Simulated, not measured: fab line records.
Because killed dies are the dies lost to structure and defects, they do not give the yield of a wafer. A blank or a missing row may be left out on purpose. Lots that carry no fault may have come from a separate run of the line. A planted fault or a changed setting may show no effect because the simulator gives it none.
Lot-split experiment + flow n5Finfet + 39 wafers read across 7 lots, on a route 1938 steps long

== ON THE SPLIT ==
At N5_BEOL_M1_ILD_DEP_00 (deposits SiOC from DEMS/O2, target thk 79 nm, time 15.3 s), the setting targetThkA was moved away from the recipe's 790 angstrom on 15 of the 39 wafers read, by -54.8% to +51.4%. This setting was run at the recipe's value on the other wafers.

There is no step in the file separating the split from the reading.

== THE READING ==
At N5_BEOL_M1_THK_MEAS_01: M1_ILD_THK, given in nm. On this fab line, fault-free wafers typically give 79.0 nm with a standard deviation of 1.1 nm.

| wafer  | tool, chamber at the split | targetThkA as run, angstrom | against the recipe | M1_ILD_THK, nm | against lot-mates on the recipe |
|--------|----------------------------|-----------------------------|--------------------|----------------|---------------------------------|
| L074.1 | pecvd-04, 2                | 357.4                       | -54.8%             | 32.1           | -46.6                           |
| L074.2 | pecvd-04, 1                | 790                         | recipe             | 78.1           | -                               |
| L074.3 | pecvd-04, 0                | 790                         | recipe             | 78.4           | -                               |
| L074.4 | pecvd-04, 1                | 790                         | recipe             | 79.6           | -                               |
| L074.5 | pecvd-04, 2                | 357.4                       | -54.8%             | 34.0           | -44.7                           |
| L074.6 | pecvd-04, 0                | 357.4                       | -54.8%             | 36.1           | -42.6                           |
| L078.1 | pecvd-04, 0                | 790                         | recipe             | 78.3           | -                               |
| L078.2 | pecvd-04, 2                | 617.3                       | -21.9%             | 58.6           | -19.5                           |
| L078.3 | pecvd-04, 1                | 790                         | recipe             | 78.8           | -                               |
| L078.4 | pecvd-04, 1                | 617.3                       | -21.9%             | 62.2           | -15.9                           |
| L078.5 | pecvd-04, 0                | 617.3                       | -21.9%             | 61.4           | -16.7                           |
| L078.6 | pecvd-04, 2                | 790                         | recipe             | 77.2           | -                               |
| L079.1 | pecvd-04, 0                | 790                         | recipe             | 79.0           | -                               |
| L079.2 | pecvd-04, 2                | 1146                        | +45.1%             | 112.6          | +33.4                           |
| L079.3 | pecvd-04, 1                | 790                         | recipe             | 78.4           | -                               |
| L079.4 | pecvd-04, 1                | 790                         | recipe             | 80.3           | -                               |
| L079.5 | pecvd-04, 2                | 1146                        | +45.1%             | 114.2          | +35.0                           |
| L079.6 | pecvd-04, 0                | 1146                        | +45.1%             | 115.6          | +36.4                           |
| L081.2 | pecvd-03, 0,2              | 790                         | recipe             | 78.1           | -                               |
| L081.3 | pecvd-03, 0,2              | 790                         | recipe             | 78.3           | -                               |
| L081.6 | pecvd-03, 1                | 790                         | recipe             | 80.0           | -                               |
| L082.1 | pecvd-04, 2                | 1087                        | +37.6%             | 107.3          | +27.4                           |
| L082.2 | pecvd-04, 1                | 1087                        | +37.6%             | 108.1          | +28.2                           |
| L082.3 | pecvd-04, 0                | 790                         | recipe             | 79.2           | -                               |
| L082.4 | pecvd-04, 0                | 790                         | recipe             | 80.0           | -                               |
| L082.5 | pecvd-04, 1                | 790                         | recipe             | 80.4           | -                               |
| L082.6 | pecvd-04, 2                | 1087                        | +37.6%             | 108.4          | +28.5                           |
| L085.1 | pecvd-03, 1                | 1196                        | +51.4%             | 118.2          | +40.6                           |
| L085.2 | pecvd-03, 0                | 790                         | recipe             | 76.9           | -                               |
| L085.3 | pecvd-03, 2                | 1196                        | +51.4%             | 119.4          | +41.8                           |
| L085.4 | pecvd-03, 1                | 790                         | recipe             | 78.6           | -                               |
| L085.5 | pecvd-03, 0                | 790                         | recipe             | 77.3           | -                               |
| L085.6 | pecvd-03, 2                | 1196                        | +51.4%             | 120.8          | +43.2                           |
| L087.1 | pecvd-04, 1                | 790                         | recipe             | 80.1           | -                               |
| L087.2 | pecvd-04, 0                | 790                         | recipe             | 80.6           | -                               |
| L087.3 | pecvd-04, 2                | 790                         | recipe             | 78.8           | -                               |
| L087.4 | pecvd-04, 1                | 790                         | recipe             | 81.4           | -                               |
| L087.5 | pecvd-04, 2                | 790                         | recipe             | 79.1           | -                               |
| L087.6 | pecvd-04, 0                | 790                         | recipe             | 80.8           | -                               |
The file does not say which wafer passed through which chamber wherever a row lists several chambers: such a row stands for several wafers.

THE FIT
A straight line over all 39 wafers: M1_ILD_THK changes by +0.798 nm for each +1% of targetThkA; r = +1.00; the points scatter about the line by 1.3 nm.
The same after taking each lot's own level away (the mean of its wafers on the recipe; 39 wafers): +0.797 nm for each +1%; r = +1.00; scatter 1.2 nm.
According to that fit, moving targetThkA by its largest amount changes the reading by 44 nm.
The span of the lots' own levels, 77.60 to 80.13 nm, comes to 2.3 times the standard deviation stated above.
The two slopes are in agreement: the lot-to-lot level therefore moves the slope only a little.
Check: for one of the wafers moved furthest among these (-54.8%), held out of the fit, the line's prediction against its lot-mates is -43.3 nm. Against them it came out at -46.6 nm.

== ADDITIONAL SPLITS CARRIED BY THESE WAFERS ==
Before the reading, these wafers also passed through other splits. Each is held against what the fit with the lots' levels taken away leaves over:
| other split on the same wafers      | wafers away from the commonest value | r with M1_ILD_THK (lot level and that fit taken away) |
|-------------------------------------|--------------------------------------|-------------------------------------------------------|
| N5_FIN_CUT_CUT_ETCH_15 targetDepthA | 12                                   | -0.21                                                 |
| N5_HKMG_FIN_HK_ALD_01 aldCycles     | 18                                   | +0.05                                                 |
| N5_GATE_CUT_DESCUM_18 timeS         | 15                                   | +0.24                                                 |

== THE WHOLE CHAIN: every reading that the file lists as answering this split, in the file's order ==
| step                   | what it does                                              | reading                                                                           | change (the file's fit)               | r (the file's) |
|------------------------|-----------------------------------------------------------|-----------------------------------------------------------------------------------|---------------------------------------|----------------|
| N5_BEOL_M1_ILD_DEP_00  | deposits SiOC from DEMS/O2, target thk 79 nm, time 15.3 s | SiOC_of_BEOL_M1_ILD_DEP_00.thkNm (the simulator's own value, which no gauge read) | +0.795 nm for each +1% of the setting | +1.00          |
| N5_BEOL_M1_THK_MEAS_01 |                                                           | M1_ILD_THK                                                                        | +0.795 for each +1% of the setting    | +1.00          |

== THE FILE'S OWN FIT ==
M1_ILD_THK changes by +0.795 nm for each +1% of targetThkA, r = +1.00.
